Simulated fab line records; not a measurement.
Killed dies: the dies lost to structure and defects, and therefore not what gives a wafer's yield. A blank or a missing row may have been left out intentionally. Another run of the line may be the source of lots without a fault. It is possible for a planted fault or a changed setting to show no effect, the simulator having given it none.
Which tool was responsible? | flow nand harc | Sampling: 13 lots, 39 wafers, 5 of 1159 route steps

## WHAT THE GAUGES SHOWED, per wafer
NHARC_A_BONDPAD_THK_MEAS_30: measures by ellipsometry.
lot  | measured     | on            | thk nm (nm)
L764 | day 18 03:56 | film metro-01 | 202.5 199.4 203.3
L763 | day 18 04:28 | film metro-02 | 197.6 198.9 200.4
L768 | day 18 14:01 | film metro-02 | 200.3 200.4 199.6
L767 | day 18 14:38 | film metro-01 | 199.2 199.9 203.2
L770 | day 19 17:26 | film metro-01 | 198.0 199.4 200.0
L769 | day 19 18:19 | film metro-02 | 199.1 199.8 200.4
L774 | day 20 05:37 | film metro-01 | 198.1 201.9 202.3
L773 | day 20 17:17 | film metro-01 | 201.8 204.2 200.4
L771 | day 20 17:35 | film metro-01 | 198.9 200.4 200.4
L772 | day 21 03:58 | film metro-02 | 200.3 199.7 197.5
L775 | day 22 00:22 | film metro-01 | 203.0 198.7 200.3
L782 | day 22 19:08 | film metro-01 | 199.6 199.7 200.9
L786 | day 23 22:05 | film metro-02 | 197.8 201.1 197.5

NHARC_THIN_TSV_CD_MEAS_33: target cd 5000 nm.
lot  | measured     | on        | cd nm (nm)
L764 | day 21 21:59 | cd sem-01 | 5002.2 5002.4 5001.0
L763 | day 21 23:40 | cd sem-03 | 4999.0 4998.8 5001.4
L768 | day 22 04:55 | cd sem-01 | 4997.3 4997.8 5001.1
L767 | day 22 06:26 | cd sem-02 | 5000.1 4999.7 4997.5
L770 | day 22 07:16 | cd sem-01 | 5001.7 5000.5 4999.4
L769 | day 22 08:44 | cd sem-02 | 4999.6 4999.6 4998.4
L774 | day 22 08:21 | cd sem-03 | 5001.5 5002.8 5004.9
L773 | day 22 08:54 | cd sem-03 | 5001.6 4998.8 5001.7
L771 | day 22 09:33 | cd sem-01 | 5001.7 5001.5 5003.2
L772 | day 22 10:07 | cd sem-02 | 4999.2 4997.9 5002.5
L775 | day 23 01:38 | cd sem-02 | 5001.2 5001.2 4999.0
L782 | day 23 19:41 | cd sem-03 | 5000.3 5000.8
L786 | day 24 19:57 | cd sem-03 | 4999.1 5000.2 5000.3

NHARC_END_SORT_01.
lot  | measured     | on        | defect limited yield (%) | killed at array | killed at other | killed at periphery | killed dies | killed open | killed short | sort_bin_2_pct (%) | sort_bin_3_pct (%) | sort_bin_4_pct (%) | sort n pass | sort rim yield pct (%) | sort yield pct (%)
L782 | day 25 18:58 | prober-02 | 0.3 91.6 92.6            | 670 53 49       | 0 0 0           | 5 4 1               | 675 57 50   | 3 5 2       | 2 0 3        | 95.9 3.2 1.6       | 0.44 0.15 0        | 3.4 5.0 5.8        | 2 620 627   | 0 95 90                | 0.3 91.6 92.6

## EACH LOT AND THE TOOL THAT RAN IT (in order: tool; ch and the chambers of the sampled wafers; start)
lot  | NHARC_A_BONDPAD_DEP_00                     | NHARC_A_BONDPAD_PVD_27
L764 | pecvd-03 ch 0,1, day 18 03:17              | pvd sputter-02, day 18 05:56
L763 | pecvd-02 ch 0,1, day 18 04:28 or earlier   | pvd sputter-01, day 18 06:28
L768 | pecvd-03 ch 0,1,2, day 18 13:26            | pvd sputter-03, day 18 15:52
L767 | pecvd-03 ch 0,2, day 18 14:01              | pvd sputter-02, day 18 16:35
L770 | pecvd-03 ch 0,1, day 19 16:50              | pvd sputter-03, day 19 19:26
L769 | pecvd-04 ch 0,1, day 19 17:44              | pvd sputter-02, day 19 20:22
L774 | pecvd-03 ch 0,1,2, day 20 04:59            | pvd sputter-03, day 20 07:35
L773 | pecvd-03 ch 0,1, day 20 16:40              | pvd sputter-03, day 20 20:28
L771 | pecvd-04 ch 0,1,2, day 20 17:35 or earlier | pvd sputter-02, day 20 20:26
L772 | pecvd-04 ch 0,1, day 21 03:19              | pvd sputter-03, day 21 06:01
L775 | pecvd-04 ch 0,1,2, day 22 00:22 or earlier | pvd sputter-03, day 22 04:23
L782 | pecvd-03 ch 0,1,2, day 22 18:28            | pvd sputter-03, day 22 21:13
L786 | pecvd-04 ch 1,2, day 23 22:05 or earlier   | pvd sputter-02, day 24 00:02
- NHARC_A_BONDPAD_DEP_00: deposits SiCN, target thk 250 nm.
- NHARC_A_BONDPAD_PVD_27: deposits Cu, target thk 30 nm, time 20.49 s.

## WHAT THE TOOLS THEMSELVES READ (means of the sampled wafers that have a number; where no wafer has one, the mark that the record gives instead)
NHARC_A_BONDPAD_DEP_00.
lot  | tool     | heater power w (W) | rf fwd power W (W)
L764 | pecvd-03 | 550                | 448.0
L763 | pecvd-02 | 592                | 449.3
L768 | pecvd-03 | 627                | 449.6
L767 | pecvd-03 | 664                | 449.5
L770 | pecvd-03 | 544                | 449.0
L769 | pecvd-04 | 621                | 448.1
L774 | pecvd-03 | 555                | 449.1
L773 | pecvd-03 | 651                | 450.2
L771 | pecvd-04 | 515                | 448.3
L772 | pecvd-04 | 640                | 449.4
L775 | pecvd-04 | 560                | 448.7
L782 | pecvd-03 | 575                | 448.7
L786 | pecvd-04 | 689                | 450.4

NHARC_A_BONDPAD_PVD_27.
lot  | tool           | throttle valve pct (%)
L764 | pvd sputter-02 | 30.1
L763 | pvd sputter-01 | 30.0
L768 | pvd sputter-03 | 29.1
L767 | pvd sputter-02 | 30.5
L770 | pvd sputter-03 | 29.2
L769 | pvd sputter-02 | 29.9
L774 | pvd sputter-03 | 29.1
L773 | pvd sputter-03 | 28.9
L771 | pvd sputter-02 | 30.7
L772 | pvd sputter-03 | 29.3
L775 | pvd sputter-03 | 29.7
L782 | pvd sputter-03 | 29.7
L786 | pvd sputter-02 | 30.0

## THE ANSWER, worked out from the rows above alone
Rule: the usual values come from the lots themselves. The widest of any qualifying gaps counts: lots, ordered by their means at a reading, are off when they make up no more than a third of the lots, leave a main group of 4 or more, and stand apart from it by 3 or more times the standard deviation of that group's means. The tables above print the reading to a certain number of digits; a main group whose means all agree to those digits is not used. A lot without any number at a reading at which 4 lots or more have one is off too. Where the step has rows for the other lots, those lots are counted as sound. After the gauges, taken in route order, come the tools' own readings; for these a lot's mean is taken, as printed above. At the first step where some lot is off, the reading lying furthest off is the one used; lots without a number count as furthest.
No lot is off on any of the readings shown, so nothing can be concluded from this.

## WHAT HAD BEEN PUT IN BY THE SIMULATOR
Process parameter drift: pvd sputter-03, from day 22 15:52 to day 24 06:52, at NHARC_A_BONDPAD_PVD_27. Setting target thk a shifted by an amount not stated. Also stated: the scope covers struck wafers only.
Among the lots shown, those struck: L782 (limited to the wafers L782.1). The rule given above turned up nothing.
